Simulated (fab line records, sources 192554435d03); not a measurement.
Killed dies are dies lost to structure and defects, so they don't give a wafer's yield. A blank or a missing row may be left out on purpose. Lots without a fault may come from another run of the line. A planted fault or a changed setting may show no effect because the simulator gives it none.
Problem report in the 8D (eight disciplines) form, filled by code | flow n5_finfet | the parts of the form that need people (team, actions taken, sign-off) are left out

1. THE PROBLEM
killed_at_front_end at N5_PASSIVATION_PROBE_49 reads a mean of 146 on 9 wafers of 3 lots; wafers without a fault read 40 with a standard deviation of 11. That is +9.6 standard deviations from the usual mean.
First seen on wafer L320.1, day 16 03:44, on prober-02. The record holds 9 wafers of 3 lots with a number at this step. Rule for "out", or "out of limits": more than 4 standard deviations from the usual mean. The other wafers with a number count as sound.

2. WHAT IT IS AND WHAT IT IS NOT
question                    | is                     | is not
which readings at this step | killed_at_front_end    | killed_at_M0_to_M3, killed_at_M4_up, killed_at_contacts, killed_at_other, killed_open, killed_short
which lots                  | L320, L322, L323       | -
which wafers of those lots  | all that have a number | -
read on which tools         | prober-01, prober-02   | -
when                        | from day 16 03:44      | up to then (0 sound wafers)

3. SUSPECTS, AND WHAT RULES EACH OUT
Counting: a tool at a process step up to the reading stays a suspect if it ran every lot that is out and no sound lot after the first of them.
- wet_bench-03 at N5_GATE_CUT_STRIP_29 (strips in post etch residue remover, time 60 s): kept. It ran every lot that is out, first L320 (day 5 13:17), and no sound lot after that.
- rie_diel-05 at N5_PASSIVATION_DESCUM_46 (chemistry O2, time 7.9 s): kept. It ran every lot that is out, first L320 (day 16 00:41), and no sound lot after that.
Left after counting: wet_bench-03 at N5_GATE_CUT_STRIP_29, rie_diel-05 at N5_PASSIVATION_DESCUM_46.

4. THE CAUSE (what the simulator had put in)
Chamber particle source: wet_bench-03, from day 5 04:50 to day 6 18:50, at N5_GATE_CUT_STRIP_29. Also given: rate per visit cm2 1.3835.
Counting left 2 suspects, and this tool is among them.

5. THE CHAIN OF EFFECTS, in route order
Each row: a reading whose mean over the struck wafers that have a number lies more than 3 standard deviations from the usual. Only readings for which the record gives a usual standard deviation are gone through. hours: the time from each lot's start at the first step in this table that gives one to its start at this step, as a median over the lots. sigmas: the change in usual standard deviations.
hours | step                    | reading             | usual | on struck wafers | change | sigmas
0     | N5_PASSIVATION_PROBE_49 | killed_at_front_end | 40    | 146              | +106   | +9.6
0     | N5_PASSIVATION_PROBE_49 | killed_dies         | 109   | 210              | +101   | +5.0
The process steps in it:
- N5_PASSIVATION_PROBE_49

6. WHAT WOULD HAVE CAUGHT IT SOONER
In this record the first reading out of limits was taken at day 16 03:44, 263 hours after the fault began at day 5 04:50.
All the lots that are out (3) had begun N5_GATE_CUT_STRIP_29 on wet_bench-03 by day 16 03:44. A hold on the tool at that time would have spared none of them.
